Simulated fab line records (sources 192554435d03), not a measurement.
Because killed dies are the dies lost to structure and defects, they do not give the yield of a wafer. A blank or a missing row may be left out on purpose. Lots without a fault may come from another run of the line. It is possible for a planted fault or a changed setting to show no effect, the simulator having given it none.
The tool behind it: which one?	flow n5_finfet	24 lots, 72 wafers sampled, at 4 steps of a route of 1938

## WHAT THE GAUGES SHOWED, per wafer
N5_FIN_CUT_OVL_MEAS_09.
lot	measured	on	FIN_CUT_OVL (nm)
L074	day 2 02:58	overlay-02	0.4 -0.4 -0.6
L075	day 2 11:12	overlay-01	-0.7 0.1 0.4
L076	day 2 15:08	overlay-01	-0.7 -0.6 -0.5
L077	day 2 21:11	overlay-02	0.1 0.8 -0.5
L078	day 3 02:31	overlay-01	-0.9 -0.5 -1.2
L079	day 3 08:53	overlay-02	0.4 -0.9 -0.4
L080	day 3 15:15	overlay-02	0.9 1.2 1.3
L081	day 3 21:15	overlay-01	-0.1 -0.1 0.0
L082	day 4 02:51	overlay-02	-1.1 -0.7 -1.1
L083	day 4 08:49	overlay-01	-1.3 -0.3 -1.0
L084	day 4 16:38	overlay-02	-1.5 -0.3 0.5
L085	day 4 22:18	overlay-01	-0.7 -0.4 -0.4
L086	day 5 05:12	overlay-02	0.4 0.8 0.0
L087	day 5 09:25	overlay-02	-0.7 -0.4 -0.3
L088	day 5 15:16	overlay-01	1.2 0.4 -0.5
L089	day 5 20:07	overlay-02	0.3 -0.5 -0.5
L090	day 6 03:50	overlay-02	0.9 0.1 -0.1
L091	day 6 09:22	overlay-02	-0.2 0.3 -0.4
L092	day 6 14:56	overlay-02	-0.8 -0.8 -1.2
L093	day 6 19:56	overlay-02	0.2 0.4 -0.3
L094	day 7 02:25	overlay-02	-0.8 -0.3 -1.1
L095	day 7 08:25	overlay-02	-0.1 -0.3 0.5
L096	day 7 14:46	overlay-01	-0.1 0.2 0.2
L097	day 7 21:35	overlay-02	0.3 -0.1 -1.0

## TOOL THAT RAN EACH LOT (tool first, then ch and the chambers of the sampled wafers, then the start)
lot	N5_WELL_APT_DESCUM_13	N5_FIN_SAQP_HM_DEP_03	N5_FIN_SAQP_SPACER2_ALD_28
L074	rie_diel-03 ch 1,2, day 1 13:50	pecvd-04 ch 0,1, day 1 20:44	ald_sin-04 ch 0,1,3, day 2 01:31
L075	rie_diel-06 ch 0,3, day 1 20:37	pecvd-02 ch 0,1,2, day 2 04:15	ald_sin-04 ch 0,2,3, day 2 09:37
L076	rie_diel-02 ch 0,1,3, day 2 01:50	pecvd-03 ch 0,1, day 2 08:56	ald_sin-03 ch 0,1,3, day 2 13:19
L077	rie_diel-06 ch 1,3, day 2 08:05	pecvd-02 ch 0,1,2, day 2 15:18	ald_sin-04 ch 0,1,2, day 2 19:41
L078	rie_diel-06 ch 2,3, day 2 14:19	pecvd-03 ch 0,1, day 2 21:02	ald_sin-04 ch 2,3, day 3 00:57
L079	rie_diel-06 ch 1,2,3, day 2 19:46	pecvd-03 ch 0,1,2, day 3 02:50	ald_sin-04 ch 0,2,3, day 3 07:19
L080	rie_diel-03 ch 0,2, day 3 01:55	pecvd-02 ch 0,2, day 3 09:41	ald_sin-03 ch 0,1,3, day 3 13:49
L081	rie_diel-03 ch 0,3, day 3 08:00	pecvd-02 ch 0,1, day 3 14:48	ald_sin-04 ch 0,1, day 3 19:44
L082	rie_diel-06 ch 0,1, day 3 14:02	pecvd-03 ch 0,2, day 3 20:58	ald_sin-04 ch 0,1,3, day 4 01:16
L083	rie_diel-02 ch 0,3, day 3 20:11	pecvd-03 ch 0,1,2, day 4 03:14	ald_sin-02 ch 0,1,2, day 4 07:14
L084	rie_diel-06 ch 0,1, day 4 02:02	pecvd-02 ch 1,2, day 4 09:13	ald_sin-03 ch 1,3, day 4 15:04
L085	rie_diel-02 ch 1,3, day 4 07:46	pecvd-02 ch 0,1,2, day 4 14:37	ald_sin-04 ch 0,2,3, day 4 20:40
L086	rie_diel-06 ch 1,2,3, day 4 14:23	pecvd-04 ch 0,1,2, day 4 21:28	ald_sin-04 ch 0,1, day 5 03:32
L087	rie_diel-02 ch 1,3, day 4 20:12	pecvd-02 ch 0,2, day 5 03:16	ald_sin-04 ch 1,2, day 5 07:53
L088	rie_diel-06 ch 0,1,2, day 5 01:41	pecvd-04 ch 0,2, day 5 08:43	ald_sin-02 ch 1,2,3, day 5 13:41
L089	rie_diel-06 ch 0,1,2, day 5 07:52	pecvd-03 ch 0,1, day 5 14:31	ald_sin-04 ch 0,1,2, day 5 18:40
L090	rie_diel-06 ch 0,2, day 5 13:53	pecvd-03 ch 0,1,2, day 5 21:32	ald_sin-02 ch 0,1,2, day 6 02:16
L091	rie_diel-03 ch 0,3, day 5 20:01	pecvd-02 ch 0,1, day 6 03:18	ald_sin-04 ch 0,2,3, day 6 07:48
L092	rie_diel-03 ch 0,2,3, day 6 02:11	pecvd-03 ch 0,1,2, day 6 09:16	ald_sin-02 ch 1,2,3, day 6 13:20
L093	rie_diel-02 ch 0,3, day 6 07:39	pecvd-03 ch 0,1, day 6 14:34	ald_sin-03 ch 1,2,3, day 6 18:28
L094	rie_diel-02 ch 0,3, day 6 13:53	pecvd-03 ch 1,2, day 6 20:44	ald_sin-04 ch 1,2, day 7 00:55
L095	rie_diel-02 ch 2,3, day 6 19:43	pecvd-02 ch 0,1,2, day 7 02:37	ald_sin-03 ch 2,3, day 7 06:50
L096	rie_diel-06 ch 0,1, day 7 01:47	pecvd-02 ch 1,2, day 7 08:37	ald_sin-02 ch 0,2,3, day 7 13:12
L097	rie_diel-03 ch 0,1,3, day 7 08:13	pecvd-02 ch 1,2, day 7 15:49	ald_sin-03 ch 0,2,3, day 7 19:57
- N5_WELL_APT_DESCUM_13: chemistry O2, time 7.9 s.
- N5_FIN_SAQP_HM_DEP_03: deposits SiNx from SiH4/NH3/N2, target thk 38 nm, time 33.6 s.
- N5_FIN_SAQP_SPACER2_ALD_28: deposits SiO2, target thk 8.1 nm, pulse time 1 s, purge time 2 s.

## WHAT THE TOOLS THEMSELVES READ (means of the sampled wafers that have a number; where no wafer has one, the mark that the record gives instead)
N5_WELL_APT_DESCUM_13.
lot	tool	drypump_motor_current_A (A)	oes_product_au (a.u.)	rf_vpp_V (V)	showerhead_plenum_p_Torr (Torr)	throttle_valve_pct (%)
L074	rie_diel-03	5.5	0.71	242.8	1.98	20.82
L075	rie_diel-06	6.1	0.76	242.7	2.06	20.18
L076	rie_diel-02	5.7	0.78	243.5	2.12	20.37
L077	rie_diel-06	5.9	0.88	244.7	2.15	20.15
L078	rie_diel-06	5.3	0.76	243.6	2.16	20.22
L079	rie_diel-06	5.7	0.81	243.8	2.13	20.25
L080	rie_diel-03	5.9	0.83	242.6	2.06	20.65
L081	rie_diel-03	5.8	0.94	244.8	2.14	20.33
L082	rie_diel-06	6.1	0.87	244.0	2.12	20.31
L083	rie_diel-02	5.4	0.81	243.3	2.11	20.33
L084	rie_diel-06	6.1	0.89	244.7	2.18	20.19
L085	rie_diel-02	5.2	0.81	244.0	2.14	20.13
L086	rie_diel-06	5.7	0.89	244.5	2.13	20.13
L087	rie_diel-02	5.2	0.81	244.7	2.14	20.14
L088	rie_diel-06	5.8	0.89	242.8	2.14	20.14
L089	rie_diel-06	5.8	0.88	244.0	2.14	20.15
L090	rie_diel-06	5.4	0.93	244.3	2.17	19.96
L091	rie_diel-03	5.9	0.86	244.0	2.11	20.49
L092	rie_diel-03	5.8	0.88	244.2	2.15	20.47
L093	rie_diel-02	5.9	0.95	243.3	2.08	20.40
L094	rie_diel-02	5.9	0.94	242.4	2.07	20.39
L095	rie_diel-02	5.1	0.78	243.7	2.11	20.27
L096	rie_diel-06	6.1	0.84	244.3	2.17	20.24
L097	rie_diel-03	5.8	0.88	243.2	2.17	20.44

N5_FIN_SAQP_HM_DEP_03.
lot	tool	heater_power_w (W)	showerhead_plenum_p_Torr (Torr)	throttle_valve_pct (%)
L074	pecvd-04	722	5.08	39.3
L075	pecvd-02	656	5.14	40.5
L076	pecvd-03	793	5.15	41.0
L077	pecvd-02	713	5.14	40.6
L078	pecvd-03	801	5.13	41.3
L079	pecvd-03	752	5.18	39.8
L080	pecvd-02	660	5.10	40.7
L081	pecvd-02	636	5.09	41.7
L082	pecvd-03	719	5.16	40.1
L083	pecvd-03	767	5.17	39.8
L084	pecvd-02	668	5.20	39.8
L085	pecvd-02	642	5.15	40.8
L086	pecvd-04	725	5.13	40.0
L087	pecvd-02	735	5.11	41.0
L088	pecvd-04	612	5.15	40.0
L089	pecvd-03	848	5.16	40.9
L090	pecvd-03	749	5.18	39.8
L091	pecvd-02	615	5.12	41.8
L092	pecvd-03	828	5.18	39.8
L093	pecvd-03	771	5.15	41.2
L094	pecvd-03	775	5.22	38.3
L095	pecvd-02	668	5.13	41.0
L096	pecvd-02	717	5.18	41.0
L097	pecvd-02	666	5.18	41.0

N5_FIN_SAQP_SPACER2_ALD_28.
lot	tool	heater_power_w (W)	precursor_pulse_height_rel
L074	ald_sin-04	427	1.005
L075	ald_sin-04	447	1.017
L076	ald_sin-03	479	0.995
L077	ald_sin-04	462	0.999
L078	ald_sin-04	459	1.001
L079	ald_sin-04	448	1.005
L080	ald_sin-03	467	1.018
L081	ald_sin-04	452	1.013
L082	ald_sin-04	435	1.004
L083	ald_sin-02	502	0.994
L084	ald_sin-03	449	1.001
L085	ald_sin-04	452	0.989
L086	ald_sin-04	460	1.015
L087	ald_sin-04	479	0.998
L088	ald_sin-02	480	0.994
L089	ald_sin-04	468	0.997
L090	ald_sin-02	501	1.008
L091	ald_sin-04	442	1.002
L092	ald_sin-02	481	0.987
L093	ald_sin-03	431	0.986
L094	ald_sin-04	463	1.005
L095	ald_sin-03	415	1.003
L096	ald_sin-02	507	1.000
L097	ald_sin-03	449	1.019

## THE ANSWER, worked out from the rows above alone
Rule: the usual values come from the lots themselves. Put in order of their means at a reading, lots are off if they are a third of the lots or fewer, leave a main group of 4 or more, and stand apart from it by a gap of 3 or more times the standard deviation of the main group's means; of several such gaps the widest counts. Not used: any main group whose means are identical at the precision the tables above print for the reading. A lot without any number at a reading at which 4 lots or more have one is off too. Any other lot the step has rows for is counted as sound. The gauges are gone through in route order, then the tools' own readings, and for those a lot's mean is taken as printed above. At the first step where some lot is off, the reading lying furthest off is the one used; lots without a number count as furthest.
No lot is off on any of the readings shown, so nothing can be concluded from this.

## WHAT THE SIMULATOR HAD INSERTED
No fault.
